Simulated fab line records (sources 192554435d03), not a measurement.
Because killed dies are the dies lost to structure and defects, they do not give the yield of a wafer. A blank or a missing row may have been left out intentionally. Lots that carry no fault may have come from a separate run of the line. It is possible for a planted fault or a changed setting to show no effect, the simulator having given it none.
Matching of chambers || flow n5_finfet || 3 sister chambers for N5_BEOL_M7_ILD_DEP_00 on pecvd-04
The step deposits SiCOH lowk from DEMS/porogen, target thk 179.75 nm, time 33.4 s. 18 wafers are shown with their chamber, then 9 later ones without.

WAFERS WITH THEIR CHAMBER
{"wafer": "L082.1", "chamber": 1, "throttle_valve_pct (%)": 13.4, "showerhead_plenum_p_Torr (Torr)": 5.721, "showerhead_vpp_V (V)": 1411}
{"wafer": "L082.4", "chamber": 1, "throttle_valve_pct (%)": 13.4, "showerhead_plenum_p_Torr (Torr)": 5.719, "showerhead_vpp_V (V)": 1409}
{"wafer": "L082.5", "chamber": 0, "throttle_valve_pct (%)": 14.2, "showerhead_plenum_p_Torr (Torr)": 5.759, "showerhead_vpp_V (V)": 1382}
{"wafer": "L084.2", "chamber": 2, "throttle_valve_pct (%)": 13.5, "showerhead_plenum_p_Torr (Torr)": 5.743, "showerhead_vpp_V (V)": 1325}
{"wafer": "L084.5", "chamber": 2, "throttle_valve_pct (%)": 13.5, "showerhead_plenum_p_Torr (Torr)": 5.734, "showerhead_vpp_V (V)": 1341}
{"wafer": "L084.6", "chamber": 1, "throttle_valve_pct (%)": 13.0, "showerhead_plenum_p_Torr (Torr)": 5.717, "showerhead_vpp_V (V)": 1391}
{"wafer": "L086.2", "chamber": 1, "throttle_valve_pct (%)": 13.3, "showerhead_plenum_p_Torr (Torr)": 5.704, "showerhead_vpp_V (V)": 1399}
{"wafer": "L086.3", "chamber": 2, "throttle_valve_pct (%)": 13.4, "showerhead_plenum_p_Torr (Torr)": 5.763, "showerhead_vpp_V (V)": 1343}
{"wafer": "L086.6", "chamber": 1, "throttle_valve_pct (%)": 13.4, "showerhead_plenum_p_Torr (Torr)": 5.716, "showerhead_vpp_V (V)": 1392}
{"wafer": "L089.1", "chamber": 1, "throttle_valve_pct (%)": 13.2, "showerhead_plenum_p_Torr (Torr)": 5.714, "showerhead_vpp_V (V)": 1391}
{"wafer": "L089.3", "chamber": 2, "throttle_valve_pct (%)": 13.3, "showerhead_plenum_p_Torr (Torr)": 5.748, "showerhead_vpp_V (V)": 1336}
{"wafer": "L089.5", "chamber": 2, "throttle_valve_pct (%)": 13.5, "showerhead_plenum_p_Torr (Torr)": 5.749, "showerhead_vpp_V (V)": 1351}
{"wafer": "L091.1", "chamber": 1, "throttle_valve_pct (%)": 13.4, "showerhead_plenum_p_Torr (Torr)": 5.706, "showerhead_vpp_V (V)": 1434}
{"wafer": "L091.4", "chamber": 0, "throttle_valve_pct (%)": 14.5, "showerhead_plenum_p_Torr (Torr)": 5.772, "showerhead_vpp_V (V)": 1361}
{"wafer": "L091.5", "chamber": 2, "throttle_valve_pct (%)": 13.5, "showerhead_plenum_p_Torr (Torr)": 5.759, "showerhead_vpp_V (V)": 1343}
{"wafer": "L092.2", "chamber": 1, "throttle_valve_pct (%)": 13.1, "showerhead_plenum_p_Torr (Torr)": 5.707, "showerhead_vpp_V (V)": 1402}
{"wafer": "L092.4", "chamber": 2, "throttle_valve_pct (%)": 13.3, "showerhead_plenum_p_Torr (Torr)": 5.762, "showerhead_vpp_V (V)": 1330}
{"wafer": "L092.6", "chamber": 1, "throttle_valve_pct (%)": 13.6, "showerhead_plenum_p_Torr (Torr)": 5.702, "showerhead_vpp_V (V)": 1403}

SIGNATURES (means of the wafers above)
{"reading": "throttle_valve_pct", "chamber 0": 14.350, "chamber 1": 13.311, "chamber 2": 13.429, "scatter within a chamber": 0.157}
{"reading": "showerhead_plenum_p_Torr", "chamber 0": 5.76550, "chamber 1": 5.71178, "chamber 2": 5.75114, "scatter within a chamber": 0.00887}
{"reading": "showerhead_vpp_V", "chamber 0": 1371.50, "chamber 1": 1403.56, "chamber 2": 1338.43, "scatter within a chamber": 12}
Rule: for each reading, subtract the chamber's mean from the wafer's reading, divide by that reading's scatter and square the result; add these up over the readings and take the root, which gives the wafer's distance from the chamber. If the next closest chamber is less than 2 further off than the closest, the wafer can't be placed; otherwise it belongs to the closest. The scatter: the root of (the sum of the squares of (reading less its chamber's mean) over the shown wafers, divided by (wafers less chambers)).

WAFERS WITHOUT THEIR CHAMBER
{"wafer": "L095.4", "throttle_valve_pct (%)": 13.4, "showerhead_plenum_p_Torr (Torr)": 5.734, "showerhead_vpp_V (V)": 1331}
{"wafer": "L095.5", "throttle_valve_pct (%)": 14.0, "showerhead_plenum_p_Torr (Torr)": 5.739, "showerhead_vpp_V (V)": 1384}
{"wafer": "L095.6", "throttle_valve_pct (%)": 13.1, "showerhead_plenum_p_Torr (Torr)": 5.704, "showerhead_vpp_V (V)": 1388}
{"wafer": "L097.2", "throttle_valve_pct (%)": 13.8, "showerhead_plenum_p_Torr (Torr)": 5.750, "showerhead_vpp_V (V)": 1331}
{"wafer": "L097.3", "throttle_valve_pct (%)": 13.2, "showerhead_plenum_p_Torr (Torr)": 5.720, "showerhead_vpp_V (V)": 1403}
{"wafer": "L097.6", "throttle_valve_pct (%)": 13.1, "showerhead_plenum_p_Torr (Torr)": 5.712, "showerhead_vpp_V (V)": 1398}
{"wafer": "L096.1", "throttle_valve_pct (%)": 13.6, "showerhead_plenum_p_Torr (Torr)": 5.728, "showerhead_vpp_V (V)": 1388}
{"wafer": "L096.3", "throttle_valve_pct (%)": 13.6, "showerhead_plenum_p_Torr (Torr)": 5.729, "showerhead_vpp_V (V)": 1349}
{"wafer": "L096.5", "throttle_valve_pct (%)": 13.5, "showerhead_plenum_p_Torr (Torr)": 5.712, "showerhead_vpp_V (V)": 1399}

WHICH CHAMBER EACH ONE RAN IN
{"wafer": "L095.4", "from the rows above": 2, "in truth": 2}
{"wafer": "L095.5", "from the rows above": "can't be placed: 0 or 2 or 1", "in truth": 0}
{"wafer": "L095.6", "from the rows above": 1, "in truth": 1}
{"wafer": "L097.2", "from the rows above": 2, "in truth": 2}
{"wafer": "L097.3", "from the rows above": 1, "in truth": 1}
{"wafer": "L097.6", "from the rows above": 1, "in truth": 1}
{"wafer": "L096.1", "from the rows above": 1, "in truth": 1}
{"wafer": "L096.3", "from the rows above": 2, "in truth": 2}
{"wafer": "L096.5", "from the rows above": 1, "in truth": 1}
Correctly placed: 8 of 9. Can't be placed from these rows: 1 (the true chamber is among the candidates in 1). Placed wrongly: 0.
